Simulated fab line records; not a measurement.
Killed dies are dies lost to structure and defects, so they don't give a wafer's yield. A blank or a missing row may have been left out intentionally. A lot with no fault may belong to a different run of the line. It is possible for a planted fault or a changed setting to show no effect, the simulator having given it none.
Split-lot experiment || flow n5_finfet || 7 lots, 21 wafers read, on a route of 1938 steps

## THE SPLIT
At N5_BEOL_M10_ILD_DEP_00 (deposits SiCOH lowk from DEMS/porogen, target thk 308.51 nm, time 58 s), the setting time_s was moved away from the recipe's 58 s on 10 of the 21 wafers read, by -13.5% to +13.8%. The other wafers ran this setting at the recipe's value.

## FROM SPLIT TO READING: 1 step shown by the file between the two
- N5_BEOL_M10_CURE_71: cures SiCOH lowk, time 240 s

## THE READING
At N5_BEOL_M10_THK_MEAS_01: M10_ILD_THK, given in nm. Typical for fault-free wafers on this fab line: 268 nm, with standard deviation 3 nm.

{"wafer": "L076.1", "tool, chamber at the split": "pecvd-02, 1", "time_s as run, s": 51.73, "against the recipe": "-10.8%", "M10_ILD_THK, nm": 234, "against lot-mates on the recipe": "no lot-mate on the recipe"}
{"wafer": "L076.2", "tool, chamber at the split": "pecvd-02, 2", "time_s as run, s": 51.73, "against the recipe": "-10.8%", "M10_ILD_THK, nm": 237, "against lot-mates on the recipe": "no lot-mate on the recipe"}
{"wafer": "L076.3", "tool, chamber at the split": "pecvd-02, 0", "time_s as run, s": 51.73, "against the recipe": "-10.8%", "M10_ILD_THK, nm": 235, "against lot-mates on the recipe": "no lot-mate on the recipe"}
{"wafer": "L078.4", "tool, chamber at the split": "pecvd-02, 1", "time_s as run, s": 58, "against the recipe": "recipe", "M10_ILD_THK, nm": 268, "against lot-mates on the recipe": "-"}
{"wafer": "L078.5", "tool, chamber at the split": "pecvd-02, 2", "time_s as run, s": 58, "against the recipe": "recipe", "M10_ILD_THK, nm": 270, "against lot-mates on the recipe": "-"}
{"wafer": "L078.6", "tool, chamber at the split": "pecvd-02, 0", "time_s as run, s": 65.99, "against the recipe": "+13.8%", "M10_ILD_THK, nm": 307, "against lot-mates on the recipe": "+38"}
{"wafer": "L082.3", "tool, chamber at the split": "pecvd-02, 0", "time_s as run, s": 50.17, "against the recipe": "-13.5%", "M10_ILD_THK, nm": 234, "against lot-mates on the recipe": "no lot-mate on the recipe"}
{"wafer": "L082.5", "tool, chamber at the split": "pecvd-02, 0", "time_s as run, s": 50.17, "against the recipe": "-13.5%", "M10_ILD_THK, nm": 232, "against lot-mates on the recipe": "no lot-mate on the recipe"}
{"wafer": "L082.6", "tool, chamber at the split": "pecvd-02, 2", "time_s as run, s": 50.17, "against the recipe": "-13.5%", "M10_ILD_THK, nm": 232, "against lot-mates on the recipe": "no lot-mate on the recipe"}
{"wafer": "L085.2", "tool, chamber at the split": "pecvd-01, 1", "time_s as run, s": 58, "against the recipe": "recipe", "M10_ILD_THK, nm": 263, "against lot-mates on the recipe": "-"}
{"wafer": "L085.3", "tool, chamber at the split": "pecvd-01, 0", "time_s as run, s": 58, "against the recipe": "recipe", "M10_ILD_THK, nm": 264, "against lot-mates on the recipe": "-"}
{"wafer": "L085.4", "tool, chamber at the split": "pecvd-01, 0", "time_s as run, s": 58, "against the recipe": "recipe", "M10_ILD_THK, nm": 269, "against lot-mates on the recipe": "-"}
{"wafer": "L086.2", "tool, chamber at the split": "pecvd-02, 2", "time_s as run, s": 58, "against the recipe": "recipe", "M10_ILD_THK, nm": 266, "against lot-mates on the recipe": "-"}
{"wafer": "L086.5", "tool, chamber at the split": "pecvd-02, 1", "time_s as run, s": 55.35, "against the recipe": "-4.6%", "M10_ILD_THK, nm": 261, "against lot-mates on the recipe": -8}
{"wafer": "L086.6", "tool, chamber at the split": "pecvd-02, 0", "time_s as run, s": 58, "against the recipe": "recipe", "M10_ILD_THK, nm": 271, "against lot-mates on the recipe": "-"}
{"wafer": "L089.1", "tool, chamber at the split": "pecvd-02, 0", "time_s as run, s": 58, "against the recipe": "recipe", "M10_ILD_THK, nm": 265, "against lot-mates on the recipe": "-"}
{"wafer": "L089.2", "tool, chamber at the split": "pecvd-02, 2", "time_s as run, s": 58, "against the recipe": "recipe", "M10_ILD_THK, nm": 266, "against lot-mates on the recipe": "-"}
{"wafer": "L089.4", "tool, chamber at the split": "pecvd-02, 2", "time_s as run, s": 58, "against the recipe": "recipe", "M10_ILD_THK, nm": 268, "against lot-mates on the recipe": "-"}
{"wafer": "L091.1", "tool, chamber at the split": "pecvd-02, 0", "time_s as run, s": 54.83, "against the recipe": "-5.5%", "M10_ILD_THK, nm": 249, "against lot-mates on the recipe": -19}
{"wafer": "L091.3", "tool, chamber at the split": "pecvd-02, 2", "time_s as run, s": 58, "against the recipe": "recipe", "M10_ILD_THK, nm": 268, "against lot-mates on the recipe": "-"}
{"wafer": "L091.4", "tool, chamber at the split": "pecvd-02, 2", "time_s as run, s": 54.83, "against the recipe": "-5.5%", "M10_ILD_THK, nm": 255, "against lot-mates on the recipe": -13}

FIT RESULTS
A straight line over all 21 wafers: M10_ILD_THK changes by +2.74 nm for each +1% of time_s; r = +0.99; the points scatter about the line by 2.9 nm.
The same after taking each lot's own level away (the mean of its wafers on the recipe; 15 wafers): +2.71 nm for each +1%; r = +0.98; scatter 2.5 nm.
The reading moves by 37 nm for the largest change in time_s, on that fit.
The lots' own levels span 265.3 to 269.0 nm, that is 1.2 times the standard deviation above.
So the lot-to-lot level changes the slope little: the two slopes agree.
Check: for one of the wafers moved furthest among these (+13.8%), held out of the fit, the line's prediction against its lot-mates is +36 nm. It came out at +38 nm against them.

## THE OTHER SPLITS THESE WAFERS WENT THROUGH
These wafers also went through other splits before the reading. Each is held against what the fit with the lots' levels taken away leaves over:
{"other split on the same wafers": "N5_BEOL_M8_COAT_22 spin_rpm", "wafers away from the commonest value": 5, "r with M10_ILD_THK (lot level and that fit taken away)": -0.15}
{"other split on the same wafers": "N5_BEOL_M9_HM_DEP_02 target_thk_a", "wafers away from the commonest value": 3, "r with M10_ILD_THK (lot level and that fit taken away)": -0.37}
{"other split on the same wafers": "N5_BEOL_M9_COAT_60 spin_rpm", "wafers away from the commonest value": 9, "r with M10_ILD_THK (lot level and that fit taken away)": "+0.21"}

## THE WHOLE CHAIN: every reading that the file lists as answering this split, in the file's order
{"step": "N5_BEOL_M10_ILD_DEP_00", "what it does": "deposits SiCOH lowk from DEMS/porogen, target thk 308.51 nm, time 58 s", "reading": "SiCOH_lowk_of_BEOL_M10_ILD_DEP_00.thk_nm (the simulator's own value, which no gauge read)", "change (the file's fit)": "+3.06 nm for each +1% of the setting", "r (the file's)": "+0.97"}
{"step": "N5_BEOL_M10_CURE_71", "what it does": "cures SiCOH lowk, time 240 s", "reading": "SiCOH_lowk_of_BEOL_M10_ILD_DEP_00.thk_nm (the simulator's own value, which no gauge read)", "change (the file's fit)": "+2.71 nm for each +1% of the setting", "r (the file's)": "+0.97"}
{"step": "N5_BEOL_M10_THK_MEAS_01", "what it does": "", "reading": "M10_ILD_THK", "change (the file's fit)": "+2.71 for each +1% of the setting", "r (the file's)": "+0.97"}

## THE FILE'S OWN FIT
M10_ILD_THK changes by +2.71 nm for each +1% of time_s, r = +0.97.
